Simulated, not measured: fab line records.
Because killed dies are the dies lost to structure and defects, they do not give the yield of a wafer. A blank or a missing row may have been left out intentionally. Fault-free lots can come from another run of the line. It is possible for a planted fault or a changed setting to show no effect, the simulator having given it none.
Which tool was responsible? + flow n5_finfet + 10 lots, 30 wafers sampled, at 4 steps of a route of 1938

== WHAT THE GAUGES READ, wafer by wafer ==
N5_BEOL_M4_RC_MEAS_101.
| lot  | measured     | on        | REXT_P (ohm.um)   |
|------|--------------|-----------|-------------------|
| L933 | day 8 18:32  | prober-01 | 99.3 98.4 99.0    |
| L934 | day 8 21:33  | prober-02 | 101.1 101.0 102.3 |
| L935 | day 9 07:25  | prober-01 | 100.3 100.4 102.5 |
| L936 | day 9 02:56  | prober-01 | 100.9 101.1 101.2 |
| L938 | day 10 07:19 | prober-01 | 98.9 99.4 100.4   |
| L939 | day 10 11:02 | prober-01 | 100.4 98.5 101.0  |
| L943 | day 11 17:28 | prober-01 | 102.1 102.6 101.7 |
| L944 | day 11 19:24 | prober-01 | 99.0 98.8 97.8    |
| L945 | day 11 17:46 | prober-02 | 100.0 100.5 98.9  |
| L949 | day 12 10:17 | prober-02 | 126.0 101.1 102.7 |

== EACH LOT AND THE TOOL THAT RAN IT (in order: tool; ch and the chambers of the sampled wafers; start) ==
| lot  | N5_SPACER0_ALD_08                | N5_BEOL_M4_SPUTTER_92        | N5_BEOL_M4_ANNEAL_95         |
|------|----------------------------------|------------------------------|------------------------------|
| L933 | ald_sin-01 ch 0,1, day 3 11:58   | pvd_sputter-03, day 8 16:41  | pvd_sputter-03, day 8 16:59  |
| L934 | ald_sin-04 ch 1,2,3, day 3 17:11 | pvd_sputter-01, day 8 20:01  | pvd_sputter-01, day 8 20:19  |
| L935 | ald_sin-04 ch 1,2, day 4 00:11   | pvd_sputter-02, day 9 05:38  | pvd_sputter-02, day 9 05:56  |
| L936 | ald_sin-01 ch 1,3, day 4 07:35   | pvd_sputter-03, day 9 01:20  | pvd_sputter-03, day 9 01:38  |
| L938 | ald_sin-03 ch 0,1, day 4 18:09   | pvd_sputter-01, day 10 05:32 | pvd_sputter-01, day 10 05:50 |
| L939 | ald_sin-03 ch 0,1, day 5 03:47   | pvd_sputter-02, day 10 09:05 | pvd_sputter-02, day 10 09:23 |
| L943 | ald_sin-01 ch 0,1, day 6 01:20   | pvd_sputter-02, day 11 15:27 | pvd_sputter-02, day 11 15:45 |
| L944 | ald_sin-04 ch 0,1,2, day 6 07:29 | pvd_sputter-01, day 11 17:40 | pvd_sputter-01, day 11 17:58 |
| L945 | ald_sin-01 ch 0,1,2, day 6 12:46 | pvd_sputter-03, day 11 15:27 | pvd_sputter-03, day 11 15:45 |
| L949 | ald_sin-01 ch 0,3, day 7 12:43   | pvd_sputter-03, day 12 08:35 | pvd_sputter-03, day 12 08:53 |
- N5_SPACER0_ALD_08: deposits SiNx, target thk 2 nm.
- N5_BEOL_M4_SPUTTER_92: material Cu, target thk 4.5 nm, time 8.29 s.
- N5_BEOL_M4_ANNEAL_95: time 240 s.

== THE ANSWER, worked out from the rows above alone ==
Rule: usual is defined by the lots themselves. Put in order of their means at a reading, lots are off if they are a third of the lots or fewer, leave a main group of 4 or more, and stand apart from it by a gap of 3 or more times the standard deviation of the main group's means; of several such gaps the widest counts. The tables above print the reading to a certain number of digits; a main group whose means all agree to those digits is not used. A lot without any number at a reading at which 4 lots or more have one is off too. Any other lot the step has rows for is counted as sound.
Off: at N5_BEOL_M4_RC_MEAS_101 (REXT_P), L949. The main group: mean 100.3 ohm.um, standard deviation 1.1.
A tool fits if, at a process step before that reading, it ran every lot that is off, and no sound lot after the first of them. Those tools and the gauges at N5_BEOL_M4_RC_MEAS_101 are tried in the same way. Can't be told from this: 3 tools fit, ald_sin-01 at N5_SPACER0_ALD_08, pvd_sputter-03 at N5_BEOL_M4_SPUTTER_92 and N5_BEOL_M4_ANNEAL_95, prober-02 at N5_BEOL_M4_RC_MEAS_101.

== WHAT WAS PUT IN BY THE SIMULATOR ==
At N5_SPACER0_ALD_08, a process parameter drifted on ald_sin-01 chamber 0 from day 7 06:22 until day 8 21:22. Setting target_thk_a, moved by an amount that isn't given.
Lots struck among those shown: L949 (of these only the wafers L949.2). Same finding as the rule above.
